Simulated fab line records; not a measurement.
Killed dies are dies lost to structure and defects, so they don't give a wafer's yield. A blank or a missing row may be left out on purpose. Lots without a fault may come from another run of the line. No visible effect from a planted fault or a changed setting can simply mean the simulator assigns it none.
A struck lot beside a sound one ; flow n5 finfet ; 16 out of 1938 route steps
Sound: the wafers L831.1, L831.4, L831.5. Wafers struck: L838.2, L838.3, L838.4. The cause comes at the end.
At each step with rows: each side's tool, then ch and its chambers, then its first start. Under that, the readings that differ: sound wafers ; struck wafers ; difference of the means ; sigmas: that difference in standard deviations of wafers without a fault.
alike: readings whose means differ by less than 2 such deviations, and words and numbers that are the same on both sides. not compared: withheld readings, readings that some wafer has no value for, bounds like >300 that may hide the same value, and numbers for which the record gives no deviation and whose values overlap.
A row with sigmas, a row that says differs or no value, or rows on one side alone: a step with any of these is where the two part. Numbers that have no deviation but don't overlap get no sigmas and don't part them. A reading that every wafer of one side lacks parts them only if that side has two wafers or more.

first, 11 steps without rows for these wafers: N5_BEOL_M0_SAQP_STRIP_115 (strips in post etch residue remover, time 60 s); N5_BEOL_M0_SAQP_SRD_93 (time 30 s); N5_BEOL_M0_SAQP_RECESS_114 (chemistry HF/NH3, target SiO2, target depth 14.4 nm, afs cycles 3, sublimation time 60 s); N5_BEOL_M0_SAQP_SPACER1_ALD_98 (deposits SiO2, target thk 12.8 nm, pulse time 1 s, purge time 2 s); N5_BEOL_M0_SAQP_SPACER1_ETCHBACK_99 (etches SiO2 in CHF3/O2, target depth 15.4 nm, time 7.7 s); N5_BEOL_M0_SAQP_MANDREL1_REMOVE_100 (chemistry HBr/Cl2/O2, target a-Si, stops on SiNx, bt time 10 s); N5_BEOL_M0_SAQP_ETCH_101 (etches SiNx in CH3F/O2, target depth 29.9 nm, time 42.7 s); N5_BEOL_M0_SAQP_ETCH_102 (etches SiO2 in CF4, target depth 4 nm, time 4.4 s); N5_BEOL_M0_SAQP_MANDREL_ETCH_103 (etches a-Si in HBr/Cl2, stops on SiCN, target depth 45 nm, bt time 10 s, time 27 s); N5_BEOL_M0_SAQP_RECESS_104 (chemistry HF/NH3, target SiO2, target depth 18 nm, afs cycles 3, sublimation time 60 s); N5_BEOL_M0_SAQP_COAT_105 (time 60 s, resist thk 100 nm).
N5_BEOL_M0_SAQP_ETCH_106: etches SOC in N2/H2, stops on SiNx, target depth 150 nm.
  sound on rie diel-01 ch 0,3, day 7 00:20; struck on rie diel-01 ch 1,2,3, day 9 02:09
reading;sound;struck;difference;sigmas
rf fwd power W (W);848.3 848.9 845.9;1047.3 1042.6 1047.1;+198.0;+68
rf vpp V (V);240.4 241.0 240.5;221.6 223.9 224.4;-17.3;-13
model.SOC_of_BEOL_M0_SAQP_COAT_105.thk nm (nm);20.6 26.6 20.6;7.2 12 13.4;-11.7;
  alike: drypump motor current A, n2 flow sccm, oes product au, showerhead plenum p Torr, throttle valve pct
  not compared: rf hours counter h
N5_BEOL_M0_SAQP_ETCH_107: etches SiNx in CH3F/O2, target depth 30 nm.
  sound on rie diel-01 ch 0,3, day 7 00:24; struck on rie diel-01 ch 1,2,3, day 9 02:13
reading;sound;struck;difference;sigmas
model.SOC_of_BEOL_M0_SAQP_COAT_105.thk nm (nm);9.2 16 9.2;0 1.4 2.8;-10;
  alike: drypump motor current A, oes_ar_750_au, oes product au, rf fwd power W, rf vpp V, showerhead plenum p Torr, throttle valve pct
  not compared: rf hours counter h
then, 1 step without rows for these wafers: N5_BEOL_M0_SAQP_STRIP_108 (strips in N2/H2).
-- record jumps: 2 days separate the struck wafers' starts on either side; left off in module BEOL_M0_SAQP, taken up again in module BEOL_M4, whose first shown step is the route's number 1111 --
N5_BEOL_M4_RC_MEAS_101:
  sound on prober-01 ch 0, day 9 06:11; struck on prober-01 ch 0, day 11 11:01
  alike: DIBL_N, DIBL_P, IOFF_N, IOFF_P, ION_N, ION_P, SS_N, SS_P, VT_N, VT_P
then, 1 step without rows for these wafers: N5_PASSIVATION_PROBE_49.

## WHERE THEY PART
N5_BEOL_M0_SAQP_ETCH_106 only, going by this record. Later steps at which nothing parts them and some readings are alike: N5_BEOL_M0_SAQP_ETCH_107, N5_BEOL_M4_RC_MEAS_101.

WHY: what had been put in by the simulator
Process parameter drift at N5_BEOL_M0_SAQP_ETCH_106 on rie diel-01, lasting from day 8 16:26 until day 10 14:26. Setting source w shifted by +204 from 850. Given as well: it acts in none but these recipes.
